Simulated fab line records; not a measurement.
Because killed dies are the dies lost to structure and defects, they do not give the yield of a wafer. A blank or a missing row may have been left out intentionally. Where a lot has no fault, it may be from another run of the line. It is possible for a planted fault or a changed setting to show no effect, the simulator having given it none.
What tool caused it?	flow n5 finfet	Sampling: 10 lots, 30 wafers, 2 of 1938 route steps

== WHAT THE GAUGES SHOWED, per wafer ==
N5_BEOL_M6_INSPECT_30: inspects for defects (brightfield).
lot	measured	on	raw defect count
L904	day 9 18:19	defect inspect-01	332 253 334
L903	day 9 21:57	defect inspect-01	452 498 425
L905	day 10 00:49	defect inspect-01	470 430 375
L909	day 11 14:13	defect inspect-02	463 334 415
L907	day 11 17:59	defect inspect-01	404 355 459
L911	day 11 21:51	defect inspect-01	317 467 331
L912	day 12 03:10	defect inspect-01	463 334 481
L919	day 14 19:32	defect inspect-01	660 465 439
L921	day 15 12:41	defect inspect-02	387 287 318
L923	day 16 00:12	defect inspect-02	295 444 270

== WHICH TOOL RAN EACH LOT (tool, then ch and the chambers of the sampled wafers, then the start) ==
lot	N5_BEOL_M6_STRIP_67
L904	rie diel-03 ch 2,3, day 9 17:33
L903	rie diel-03 ch 0,2, day 9 20:16
L905	rie diel-03 ch 0,2,3, day 10 00:05
L909	rie diel-04 ch 0,1,2, day 11 12:17
L907	rie diel-04 ch 0,1, day 11 17:11
L911	rie diel-01 ch 0,1,3, day 11 19:32
L912	rie diel-03 ch 1,2,3, day 11 23:14
L919	rie diel-01 ch 0,1,3, day 14 17:33
L921	rie diel-01 ch 1,2,3, day 15 10:00
L923	rie diel-03 ch 0,3, day 15 23:13
- N5_BEOL_M6_STRIP_67: strips in CF4.

== THE ANSWER, worked out from the rows above alone ==
Rule: usual is defined by the lots themselves. Put in order of their means at a reading, lots are off if they are a third of the lots or fewer, leave a main group of 4 or more, and stand apart from it by a gap of 3 or more times the standard deviation of the main group's means; of several such gaps the widest counts. The tables above print the reading to a certain number of digits; a main group whose means all agree to those digits is not used. A lot without any number at a reading at which 4 lots or more have one is off too. All remaining lots with rows at the step are treated as sound.
No lot is off at any reading shown: from this, nothing can be told.

== WHAT THE SIMULATOR PUT IN ==
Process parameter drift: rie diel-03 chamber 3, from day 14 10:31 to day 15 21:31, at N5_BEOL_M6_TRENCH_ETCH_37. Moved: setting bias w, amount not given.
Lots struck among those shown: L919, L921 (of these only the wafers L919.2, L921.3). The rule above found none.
